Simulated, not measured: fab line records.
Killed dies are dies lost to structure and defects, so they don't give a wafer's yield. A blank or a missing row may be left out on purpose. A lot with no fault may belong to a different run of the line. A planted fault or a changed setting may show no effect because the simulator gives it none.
Which tool did it? | flow n5_finfet | 9 lots with 27 wafers sampled at 2 steps, on a route of 1938 steps

WHAT EACH GAUGE READ, for each wafer
N5_HKMG_FIN_INSPECT_28: inspects for defects (darkfield).
lot  | measured     | on                | raw_defect_count
L103 | day 4 20:12  | defect_inspect-02 | 37 55 71
L106 | day 5 13:36  | defect_inspect-01 | 44 52 42
L107 | day 6 01:17  | defect_inspect-02 | 30 52 23
L109 | day 6 10:04  | defect_inspect-01 | 62 38 46
L111 | day 6 17:25  | defect_inspect-01 | 25 14 25
L112 | day 7 01:07  | defect_inspect-01 | 65 56 56
L116 | day 8 01:22  | defect_inspect-01 | 44 23 20
L122 | day 9 12:49  | defect_inspect-01 | 25 33 41
L124 | day 10 02:15 | defect_inspect-02 | 25 34 25

WHAT TOOL EACH LOT RAN ON (gives the tool, then ch and the chambers of the sampled wafers, and finally the start)
lot  | N5_HKMG_FIN_ETCHBACK_68
L103 | rie_metal-03 ch 0,1, day 4 18:26
L106 | rie_metal-02 ch 0,1, day 5 11:48
L107 | rie_metal-03 ch 1, day 5 23:31
L109 | rie_metal-02 ch 0,1, day 6 08:18
L111 | rie_metal-03 ch 0, day 6 15:32
L112 | rie_metal-03 ch 0, day 6 23:00
L116 | rie_metal-03 ch 0,1, day 7 23:35
L122 | rie_metal-01 ch 0,1, day 9 11:03
L124 | rie_metal-02 ch 0,1, day 10 00:29
- N5_HKMG_FIN_ETCHBACK_68: etches the open film in Cl2/Ar, stops on HfO2, target depth 0.5 nm.

THE ANSWER, worked out from the rows above alone
Rule: the usual values come from the lots themselves. The widest of any qualifying gaps counts: lots, ordered by their means at a reading, are off when they make up no more than a third of the lots, leave a main group of 4 or more, and stand apart from it by 3 or more times the standard deviation of that group's means. A main group whose means are all the same, to the digits that the tables above print for the reading, isn't used. Also off: a lot with no number at a reading for which 4 or more lots have one. The other lots that the step has rows for count as sound.
No lot is off at any reading shown: from this, nothing can be told.

WHAT THE SIMULATOR HAD INSERTED
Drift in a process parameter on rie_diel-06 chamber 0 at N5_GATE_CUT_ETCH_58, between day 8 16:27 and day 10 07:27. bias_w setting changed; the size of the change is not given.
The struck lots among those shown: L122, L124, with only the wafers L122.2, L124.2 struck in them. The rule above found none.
